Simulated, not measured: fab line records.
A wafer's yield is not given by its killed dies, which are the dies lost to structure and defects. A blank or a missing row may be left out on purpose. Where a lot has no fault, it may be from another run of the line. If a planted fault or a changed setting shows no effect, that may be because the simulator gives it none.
Which tool is to blame?	flow nand harc	24 lots, 72 wafers sampled, at 6 steps of a route of 1302

WHAT THE GAUGES SHOWED, per wafer
NHARC_A_DECK1_JOINT_THK_MEAS_17: measures by ellipsometry. Usual: thk nm 45.1 nm, standard deviation 1.2.
lot	measured	on	thk nm (nm)	flag
L074	day 12 06:20	film metro-01	44.6 45.4 45.6	
L075	day 12 22:02	film metro-01	45.3 46.6 44.8	
L076	day 13 02:14	film metro-01	45.1 45.8 44.5	
L077	day 13 08:14	film metro-01	45.9 45.3 44.4	
L078	day 14 06:35	film metro-02	44.2 45.8 44.3	
L079	day 14 11:31	film metro-01	44.7 43.8 45.5	
L080	day 15 01:58	film metro-01	46.6 44.9 43.9	
L081	day 15 09:57	film metro-02	48.5 44.4 45.6	
L082	day 16 08:58	film metro-01	45.9 45.0 44.8	
L083	day 16 18:08	film metro-01	42.7 44.0 45.7	
L084	day 16 23:05	film metro-01	44.6 45.5 46.6	
L085	day 17 08:38	film metro-01	43.1 46.0 47.0	
L086	day 17 08:38	film metro-02	44.3 47.1 45.0	
L089	day 18 11:53	film metro-01	43.6 44.5 45.3	
L087	day 18 11:44	film metro-01	43.6 44.6 44.7	
L088	day 18 11:43	film metro-02	46.1 45.7 45.6	
L090	day 19 03:20	film metro-01	44.8 46.3 46.2	
L091	day 19 16:53	film metro-01	44.5 45.6 43.7	
L092	day 20 04:00	film metro-01	45.0 43.2 45.3	
L093	day 20 03:50	film metro-02	42.7 45.1 44.2	
L094	day 20 18:42	film metro-02	45.7 46.2 47.4	
L095	day 21 09:33	film metro-02	43.9 44.5 44.5	
L096	day 21 20:25	film metro-02	44.8 46.1 44.8	
L097	day 21 20:25	film metro-02	45.6 44.6 46.2	

WHAT TOOL EACH LOT RAN ON (gives the tool, then ch and the chambers of the sampled wafers, and finally the start)
lot	NHARC_P_BONDPAD_PRE_CLEAN_26	NHARC_P_BONDPAD_PVD_17	NHARC_A_CHANNEL_HOLE_D1_ETCH_39	NHARC_A_DECK1_JOINT_CMP_02	NHARC_A_DECK1_JOINT_DEP_16
L074	pvd sputter-01, day 12 05:31 or earlier	pvd sputter-01, day 12 05:31 or earlier	rie diel-05 ch 2,3, day 12 05:31 or earlier	cmp-01 ch 0,3, day 12 05:31	pecvd-02 ch 0,1, day 12 06:04
L075	pvd sputter-02, day 12 21:17 or earlier	pvd sputter-02, day 12 21:17 or earlier	rie diel-05 ch 1,2, day 12 21:17 or earlier	cmp-04 ch 2,3, day 12 21:17	pecvd-04 ch 0,1,2, day 12 21:51
L076	pvd sputter-02, day 13 01:35 or earlier	pvd sputter-02, day 13 01:35 or earlier	rie diel-05 ch 1,3, day 13 01:35 or earlier	cmp-02 ch 1,2,3, day 13 01:35	pecvd-04 ch 1,2, day 13 01:57
L077	pvd sputter-03, day 13 07:26 or earlier	pvd sputter-03, day 13 07:26 or earlier	rie diel-05 ch 2,3, day 13 07:26 or earlier	cmp-01 ch 1,3, day 13 07:26	pecvd-04 ch 0,1,2, day 13 07:58
L078	pvd sputter-01, day 14 05:55 or earlier	pvd sputter-01, day 14 05:55 or earlier	rie diel-09 ch 1,2, day 14 05:55 or earlier	cmp-02 ch 0,1, day 14 05:55	pecvd-04 ch 0,1,2, day 14 06:23
L079	pvd sputter-01, day 14 10:52 or earlier	pvd sputter-01, day 14 10:52 or earlier	rie diel-05 ch 1,2,3, day 14 10:52 or earlier	cmp-04 ch 0,3, day 14 10:52	pecvd-04 ch 0,1,2, day 14 11:16
L080	pvd sputter-01, day 15 01:15 or earlier	pvd sputter-01, day 15 01:15 or earlier	rie diel-09 ch 0,2, day 15 01:15 or earlier	cmp-04 ch 0,1,2, day 15 01:15	pecvd-04 ch 0,2, day 15 01:41
L081	pvd sputter-01, day 15 09:19 or earlier	pvd sputter-01, day 15 09:19 or earlier	rie diel-05 ch 1,3, day 15 09:19 or earlier	cmp-02 ch 0,1, day 15 09:19	pecvd-02 ch 0,1,2, day 15 09:42
L082	pvd sputter-02, day 16 08:18 or earlier	pvd sputter-02, day 16 08:18 or earlier	rie diel-05 ch 1,2, day 16 08:18 or earlier	cmp-02 ch 0,3, day 16 08:18	pecvd-02 ch 0,1,2, day 16 08:41
L083	pvd sputter-03, day 16 17:28 or earlier	pvd sputter-03, day 16 17:28 or earlier	rie diel-05 ch 0,3, day 16 17:28 or earlier	cmp-04 ch 0,1,2, day 16 17:28	pecvd-02 ch 0,1,2, day 16 17:51
L084	pvd sputter-03, day 16 22:25 or earlier	pvd sputter-03, day 16 22:25 or earlier	rie diel-05 ch 0,1,2, day 16 22:25 or earlier	cmp-04 ch 0,1,2, day 16 22:25	pecvd-04 ch 1,2, day 16 22:49
L085	pvd sputter-02, day 17 07:59 or earlier	pvd sputter-02, day 17 07:59 or earlier	rie diel-05 ch 0,1,2, day 17 07:59 or earlier	cmp-04 ch 0,2,3, day 17 07:59	pecvd-02 ch 0,1,2, day 17 08:23
L086	pvd sputter-03, day 17 07:59 or earlier	pvd sputter-03, day 17 07:59 or earlier	rie diel-09 ch 0,3, day 17 07:59 or earlier	cmp-01 ch 0,1, day 17 07:59	pecvd-03 ch 0,1, day 17 08:25
L089	pvd sputter-03, day 18 11:04 or earlier	pvd sputter-03, day 18 11:04 or earlier	rie diel-12 ch 2,3, day 18 11:04 or earlier	cmp-02 ch 2,3, day 18 11:04	pecvd-04 ch 0,1,2, day 18 11:37
L087	pvd sputter-01, day 18 11:05 or earlier	pvd sputter-01, day 18 11:05 or earlier	rie diel-05 ch 0,3, day 18 11:05 or earlier	cmp-01 ch 2,3, day 18 11:05	pecvd-03 ch 0,1, day 18 11:29
L088	pvd sputter-01, day 18 11:08 or earlier	pvd sputter-01, day 18 11:08 or earlier	rie diel-05 ch 1,2, day 18 11:08 or earlier	cmp-04 ch 0,1,2, day 18 11:08	pecvd-04 ch 0,1, day 18 11:27
L090	pvd sputter-03, day 19 02:42 or earlier	pvd sputter-03, day 19 02:42 or earlier	rie diel-05 ch 2,3, day 19 02:42 or earlier	cmp-04 ch 0,1, day 19 02:42	pecvd-02 ch 0,1,2, day 19 03:05
L091	pvd sputter-02, day 19 16:15 or earlier	pvd sputter-02, day 19 16:15 or earlier	rie diel-05 ch 0,1,3, day 19 16:15 or earlier	cmp-04 ch 0,3, day 19 16:15	pecvd-02 ch 0,2, day 19 16:40
L092	pvd sputter-02, day 20 03:10 or earlier	pvd sputter-02, day 20 03:10 or earlier	rie diel-05 ch 0,2,3, day 20 03:10 or earlier	cmp-01 ch 0,1,2, day 20 03:10	pecvd-03 ch 0,1,2, day 20 03:43
L093	pvd sputter-03, day 20 03:10 or earlier	pvd sputter-03, day 20 03:10 or earlier	rie diel-05 ch 0,2,3, day 20 03:10 or earlier	cmp-04 ch 0,1, day 20 03:10	pecvd-03 ch 0,2, day 20 03:35
L094	pvd sputter-01, day 20 18:03 or earlier	pvd sputter-01, day 20 18:03 or earlier	rie diel-05 ch 1,3, day 20 18:03 or earlier	cmp-01 ch 1,3, day 20 18:03	pecvd-03 ch 1,2, day 20 18:25
L095	pvd sputter-02, day 21 08:55 or earlier	pvd sputter-02, day 21 08:55 or earlier	rie diel-05 ch 0,1,2, day 21 08:55 or earlier	cmp-04 ch 1,3, day 21 08:55	pecvd-03 ch 0,1,2, day 21 09:18
L096	pvd sputter-02, day 21 19:48 or earlier	pvd sputter-02, day 21 19:48 or earlier	rie diel-05 ch 1,2,3, day 21 19:48 or earlier	cmp-04 ch 0,2,3, day 21 19:48	pecvd-02 ch 0,2, day 21 20:10
L097	pvd sputter-03, day 21 19:45 or earlier	pvd sputter-03, day 21 19:45 or earlier	rie diel-12 ch 2,3, day 21 19:45 or earlier	cmp-02 ch 2,3, day 21 19:45	pecvd-03 ch 0,1,2, day 21 20:13
- NHARC_P_BONDPAD_PRE_CLEAN_26: time 30 s.
- NHARC_P_BONDPAD_PVD_17: deposits TaN, target thk 5 nm, time 8.06 s.
- NHARC_A_CHANNEL_HOLE_D1_ETCH_39: etches the open film in N2/H2, target depth 260 nm, time 325 s.
- NHARC_A_DECK1_JOINT_CMP_02: polishes SiOx.
- NHARC_A_DECK1_JOINT_DEP_16: deposits SiO2, target thk 45 nm.

AS READ BY THE TOOLS THEMSELVES (means over the sampled wafers that have a number; for cases with no such wafer, the mark the record gives instead)
NHARC_P_BONDPAD_PRE_CLEAN_26. Usual: heater power w 400 W, standard deviation 33.
lot	tool	heater power w (W)	flag
L074	pvd sputter-01	409	
L075	pvd sputter-02	423	
L076	pvd sputter-02	423	
L077	pvd sputter-03	361	
L078	pvd sputter-01	439	
L079	pvd sputter-01	400	
L080	pvd sputter-01	400	
L081	pvd sputter-01	420	
L082	pvd sputter-02	412	
L083	pvd sputter-03	393	
L084	pvd sputter-03	391	
L085	pvd sputter-02	413	
L086	pvd sputter-03	386	
L089	pvd sputter-03	388	
L087	pvd sputter-01	432	
L088	pvd sputter-01	439	
L090	pvd sputter-03	346	
L091	pvd sputter-02	410	
L092	pvd sputter-02	404	
L093	pvd sputter-03	376	
L094	pvd sputter-01	390	
L095	pvd sputter-02	416	
L096	pvd sputter-02	407	
L097	pvd sputter-03	374	

NHARC_P_BONDPAD_PVD_17. Usual: throttle valve pct 29.9 %, standard deviation 1.3.
lot	tool	throttle valve pct (%)	flag
L074	pvd sputter-01	30.7	
L075	pvd sputter-02	29.0	
L076	pvd sputter-02	29.0	
L077	pvd sputter-03	29.7	
L078	pvd sputter-01	31.4	
L079	pvd sputter-01	31.4	
L080	pvd sputter-01	30.9	
L081	pvd sputter-01	31.4	
L082	pvd sputter-02	29.2	
L083	pvd sputter-03	29.8	
L084	pvd sputter-03	29.7	
L085	pvd sputter-02	29.0	
L086	pvd sputter-03	29.4	
L089	pvd sputter-03	30.1	
L087	pvd sputter-01	31.6	
L088	pvd sputter-01	29.7	
L090	pvd sputter-03	30.3	
L091	pvd sputter-02	28.5	
L092	pvd sputter-02	28.7	
L093	pvd sputter-03	29.5	
L094	pvd sputter-01	30.7	
L095	pvd sputter-02	28.6	
L096	pvd sputter-02	28.8	
L097	pvd sputter-03	29.5	

NHARC_A_CHANNEL_HOLE_D1_ETCH_39. Usual: drypump motor current A 5.6 A, standard deviation 0.42; oes product au 0.997 a.u., standard deviation 0.012; rf vpp V 429.9 V, standard deviation 2.7; showerhead plenum p Torr 2.02 Torr, standard deviation 0.09; throttle valve pct 14.171 %, standard deviation 0.0089.
lot	tool	drypump motor current A (A)	oes product au (a.u.)	rf vpp V (V)	showerhead plenum p Torr (Torr)	throttle valve pct (%)	flag
L074	rie diel-05	5.9	0.984	428.4	1.96	14.179	
L075	rie diel-05	5.8	0.997	427.4	1.94	14.165	
L076	rie diel-05	5.3	0.992	429.9	2.01	14.165	
L077	rie diel-05	5.6	0.985	429.3	2.00	14.177	
L078	rie diel-09	6.3	1.000	429.9	2.05	14.166	
L079	rie diel-05	5.7	0.989	428.8	1.97	14.165	
L080	rie diel-09	6.1	0.990	433.0	2.11	14.175	
L081	rie diel-05	5.4	1.003	428.9	1.97	14.174	
L082	rie diel-05	5.8	0.996	427.7	1.93	14.175	
L083	rie diel-05	5.3	0.999	432.8	2.11	14.169	
L084	rie diel-05	5.7	0.997	429.4	2.00	14.174	
L085	rie diel-05	5.7	1.000	429.0	2.00	14.173	
L086	rie diel-09	5.9	0.995	434.2	2.18	14.164	
L089	rie diel-12	5.8	0.993	428.6	1.96	14.179	
L087	rie diel-05	5.3	1.004	433.5	2.10	14.172	
L088	rie diel-05	6.0	0.997	426.6	1.93	14.172	
L090	rie diel-05	5.9	0.988	428.2	1.95	14.169	
L091	rie diel-05	5.3	1.014	431.3	2.04	14.182	
L092	rie diel-05	5.6	0.995	429.9	2.03	14.161	
L093	rie diel-05	5.6	0.996	429.7	2.03	14.166	
L094	rie diel-05	5.4	0.997	428.4	1.97	14.172	
L095	rie diel-05	5.7	1.003	429.7	2.00	14.173	
L096	rie diel-05	5.7	0.996	428.5	1.96	14.167	
L097	rie diel-12	5.7	1.012	429.5	2.03	14.165	

NHARC_A_DECK1_JOINT_CMP_02. Usual: motor current A 11.5 A, standard deviation 1.2.
lot	tool	motor current A (A)	flag
L074	cmp-01	11.7	
L075	cmp-04	10.9	
L076	cmp-02	12.0	
L077	cmp-01	12.2	
L078	cmp-02	12.8	
L079	cmp-04	11.2	
L080	cmp-04	10.8	
L081	cmp-02	12.4	
L082	cmp-02	13.5	
L083	cmp-04	10.7	
L084	cmp-04	10.6	
L085	cmp-04	10.3	
L086	cmp-01	11.3	
L089	cmp-02	12.3	
L087	cmp-01	12.1	
L088	cmp-04	10.2	
L090	cmp-04	10.2	
L091	cmp-04	11.2	
L092	cmp-01	11.6	
L093	cmp-04	10.4	
L094	cmp-01	12.7	
L095	cmp-04	11.8	
L096	cmp-04	10.6	
L097	cmp-02	12.2	

NHARC_A_DECK1_JOINT_DEP_16. Usual: flow sccm 2650 sccm, standard deviation 8; heater power w 535 W, standard deviation 110; throttle valve pct 15.8 %, standard deviation 0.46.
lot	tool	flow sccm (sccm)	heater power w (W)	throttle valve pct (%)	flag
L074	pecvd-02	2658	623	16.0	
L075	pecvd-04	2651	556	16.0	
L076	pecvd-04	2651	618	15.7	
L077	pecvd-04	2651	564	16.2	
L078	pecvd-04	2637	553	16.1	
L079	pecvd-04	2654	536	16.2	
L080	pecvd-04	2648	409	16.1	
L081	pecvd-02	2648	504	15.8	
L082	pecvd-02	2645	503	15.9	
L083	pecvd-02	2656	530	15.8	
L084	pecvd-04	2659	514	16.1	
L085	pecvd-02	2655	555	16.0	
L086	pecvd-03	2643	540	15.2	
L089	pecvd-04	2652	524	16.3	
L087	pecvd-03	2653	534	15.4	
L088	pecvd-04	2657	676	16.3	
L090	pecvd-02	2649	511	15.6	
L091	pecvd-02	2656	531	15.5	
L092	pecvd-03	2644	572	15.5	
L093	pecvd-03	2644	501	15.7	
L094	pecvd-03	2647	545	15.3	
L095	pecvd-03	2646	533	15.7	
L096	pecvd-02	2647	492	15.5	
L097	pecvd-03	2653	523	15.7	

THE ANSWER, worked out from the rows above alone
Rule: a lot is off if the mean of its wafers that have a number lies more than 3 standard deviations from the usual mean. Also off: a lot with no number at a reading for which 4 or more lots have one. Where the step has rows for the other lots, those lots are counted as sound. Order of review: gauges by route order, followed by the tools' own readings, for which a lot's mean as printed above is used. At the first step where some lot is off, the reading lying furthest off is the one used; lots without a number count as furthest.
No lot is off on any of the readings shown, so nothing can be concluded from this.

WHAT WAS PUT IN BY THE SIMULATOR
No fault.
